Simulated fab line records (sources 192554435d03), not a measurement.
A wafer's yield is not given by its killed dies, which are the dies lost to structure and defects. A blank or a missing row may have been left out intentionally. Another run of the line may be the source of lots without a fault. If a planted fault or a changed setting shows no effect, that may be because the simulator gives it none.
A struck lot beside a sound one | flow n5_finfet | 41 out of 1938 route steps
Sound: the wafers L304.2, L304.4, L304.5. Struck: wafer L313.6 (L313.1, L313.3, from the same lot, were not struck and are left out); the cause is given at the end.
At each step with rows: each side's tool, then ch and its chambers, then its first start. Under that, the readings that differ: sound wafers | struck wafers | difference of the means | sigmas: that difference in standard deviations of wafers without a fault.
alike: readings whose means differ by less than 2 such deviations, and words and numbers that are the same on both sides. not compared: withheld readings, readings that some wafer has no value for, bounds like >300 that may hide the same value, and numbers for which the record gives no deviation and whose values overlap.
The two part at a step that has a row with sigmas, a row that says differs or no value, or rows on one side only. Numbers that don't overlap but have no deviation are shown without sigmas and don't part them. A reading missing from all wafers of one side parts the sides only when that side holds two or more wafers.

first, 5 steps without rows for these wafers: N5_PMOS_HMC_CHANNEL_EPI_EBR_05; N5_PMOS_HMC_CHANNEL_EPI_SOFTBAKE_04 (time 60 s); N5_PMOS_HMC_CHANNEL_EPI_EXPOSE_06 (exposes mask PMOS HMC BLK, target cd 240 nm); N5_PMOS_HMC_CHANNEL_EPI_PEB_07 (peb time 60 s); N5_PMOS_HMC_CHANNEL_EPI_DEVELOP_08 (develop time 30 s).
N5_PMOS_HMC_CHANNEL_EPI_CD_MEAS_09: the cd target is 237.4 nm.
  sound on cd_sem-02 ch 0, day 1 23:10; struck on cd_sem-01 ch 0, day 4 06:37
  alike: cd_nm
N5_PMOS_HMC_CHANNEL_EPI_OVL_MEAS_10:
  sound on overlay-02 ch 0, day 1 23:11; struck on overlay-02 ch 0, day 4 06:38
  alike: PMOS_HMC_BLK_OVL
N5_PMOS_HMC_CHANNEL_EPI_INSPECT_11: inspects for defects (macro).
  sound: defect_inspect-02 at day 1 23:13; struck: defect_inspect-02 at day 4 06:40
  reading          | sound | struck | difference | sigmas
  raw_defect_count | 2 3 7 | 0      | -4         | -3
then, 2 steps without rows for these wafers: N5_PMOS_HMC_CHANNEL_EPI_DESCUM_14 (chemistry O2, time 7.9 s); N5_PMOS_HMC_CHANNEL_EPI_ETCH_32 (etches BARC in N2/H2, stops on SiO2, target depth 85.8 nm, time 50.3 s).
N5_PMOS_HMC_CHANNEL_EPI_HM_OPEN_15: chemistry CHF3/O2, target SiO2, target depth 40.6 nm, time 20.3 s.
  sound on rie_diel-06 ch 0,3, day 1 23:19; struck on rie_diel-06 ch 1, day 4 06:47
  alike: CHF3_flow_sccm, O2_flow_sccm, drypump_motor_current_A, mfc_ar_sccm, oes_product_au, rf_fwd_power_W, rf_vpp_V, showerhead_plenum_p_Torr, throttle_valve_pct
  not compared: rf_hours_counter_h
N5_PMOS_HMC_CHANNEL_EPI_STRIP_33: strips in N2/H2.
  sound on rie_diel-06 ch 0,3, day 1 23:23; struck on rie_diel-06 ch 1, day 4 06:51
  alike: drypump_motor_current_A, oes_product_au, rf_vpp_V, showerhead_plenum_p_Torr, temp_c, throttle_valve_pct
  not compared: rf_hours_counter_h
N5_PMOS_HMC_CHANNEL_EPI_STRIP_17: strips in SPM, time 750 s.
  sound on wet_bench-04 ch 2,6,7, day 1 23:27; struck on wet_bench-06 ch 1, day 4 06:55
  alike: temp_c
then, 9 steps without rows for these wafers: N5_PMOS_HMC_CHANNEL_EPI_ETCH_38 (etches SiO2 in CF4, target depth 1.5 nm); N5_PMOS_HMC_CHANNEL_EPI_FIN_RECESS_16 (chemistry HBr/Cl2, target Si, target depth 54 nm, time 18 s); N5_PMOS_HMC_CHANNEL_EPI_PRECLEAN_36 (cleans in O3/DIW, time 45 s); N5_PMOS_HMC_CHANNEL_EPI_PRECLEAN_18 (cleans in DHF, time 30 s); N5_PMOS_HMC_CHANNEL_EPI_SRD_19 (time 30 s); N5_PMOS_HMC_CHANNEL_EPI_EPI_20 (deposits SiGe30, target thk 59 nm); N5_PMOS_HMC_CHANNEL_EPI_HM_STRIP_35 (strips SiO2 in dHF, material SiO2, target depth 39.6 nm, time 216 s); N5_PMOS_HMC_CHANNEL_EPI_SRD_39 (time 30 s); N5_PMOS_HMC_CHANNEL_EPI_CMP_21 (polishes SiGe30, target thk 54 nm).
N5_PMOS_HMC_CHANNEL_EPI_THK_MEAS_22:
  sound: film_metro-01 at day 2 02:29; struck: film_metro-02 at day 4 08:58
  alike: HMC_CMP_THK
then, 9 steps without rows for these wafers: N5_PMOS_HMC_CHANNEL_EPI_PRECLEAN_40 (cleans in DHF, time 30 s); N5_PMOS_HMC_CHANNEL_EPI_PRECLEAN_37 (cleans in O3/DIW, time 45 s); N5_PMOS_HMC_CHANNEL_EPI_PRECLEAN_24 (cleans in DHF, time 30 s); N5_PMOS_HMC_CHANNEL_EPI_SRD_25 (time 30 s); N5_PMOS_HMC_CHANNEL_EPI_EPI_26 (deposits Si from SiH4/H2, target thk 3.8 nm, time 22.7 s); N5_FIN_SAQP_PRECLEAN_42 (cleans in O3/DIW, time 60 s); N5_FIN_SAQP_PRECLEAN_00 (cleans in SC1, time 60 s); N5_FIN_SAQP_PRECLEAN_44 (cleans in SC2, time 45 s); N5_FIN_SAQP_SRD_01 (time 30 s).
N5_FIN_SAQP_ALD_61: deposits SiO2, target thk 4 nm, pulse time 1 s, purge time 2 s.
  sound on ald_sin-03 ch 0,1,3, day 2 03:05; struck on ald_sin-04 ch 3, day 4 09:51
  alike: heater_power_w, precursor_pulse_height_rel
then, 1 step without rows for these wafers: N5_FIN_SAQP_DENSIFY_62 (time 60 s).
N5_FIN_SAQP_HM_DEP_03: deposits SiNx from SiH4/NH3/N2, target thk 38 nm, time 33.6 s.
  sound on pecvd-04 ch 0,2, day 2 03:30; struck on pecvd-02 ch 0, day 4 10:18
  reading                         | sound          | struck | difference | sigmas
  showerhead_plenum_p_Torr (Torr) | 5.00 5.12 5.00 | 5.20   | +0.16      | +2
  alike: heater_power_w, rf_fwd_power_W, throttle_valve_pct
N5_FIN_SAQP_THK_MEAS_05:
  sound: film_metro-01 at day 2 03:35; struck: film_metro-02 at day 4 10:25
  alike: thk_nm
N5_FIN_SAQP_PECVD_47: deposits a-Si from SiH4/He, target thk 45 nm, time 36.3 s.
  sound on pecvd-01 ch 0,1, day 2 03:37; struck on pecvd-01 ch 1, day 4 10:27
  alike: heater_power_w, rf_fwd_power_W, showerhead_plenum_p_Torr, throttle_valve_pct
then, 2 steps without rows for these wafers: N5_FIN_SAQP_PECVD_48 (deposits SiNx from SiH4/NH3/N2, target thk 25 nm, time 22.1 s); N5_FIN_SAQP_PECVD_06 (deposits a-Si from SiH4/He, target thk 60 nm, time 48.1 s).
N5_FIN_SAQP_THK_MEAS_07:
  sound: film_metro-02 at day 2 03:47; struck: film_metro-02 at day 4 10:37
  alike: thk_nm
-- the record jumps here: 12 days lie between the struck wafers' starts before and after (it left off in module FIN_SAQP and takes up again in module PASSIVATION, whose first step shown is number 1936 of the route) --
N5_PASSIVATION_PROBE_49:
  sound: prober-02 at day 14 06:16; struck: prober-02 at day 16 17:57
  reading             | sound    | struck | difference | sigmas
  killed_at_M0_to_M3  | 24 36 18 | 53     | +27        | +2
  killed_at_front_end | 23 39 34 | 149    | +117       | +10
  killed_dies         | 76 95 78 | 217    | +134       | +8
  alike: killed_at_M4_up, killed_at_contacts, killed_at_other, killed_open, killed_short

== WHERE THEY PART ==
First at N5_PMOS_HMC_CHANNEL_EPI_INSPECT_11; last, within this record, at N5_PASSIVATION_PROBE_49.

WHY: whatever the simulator had introduced
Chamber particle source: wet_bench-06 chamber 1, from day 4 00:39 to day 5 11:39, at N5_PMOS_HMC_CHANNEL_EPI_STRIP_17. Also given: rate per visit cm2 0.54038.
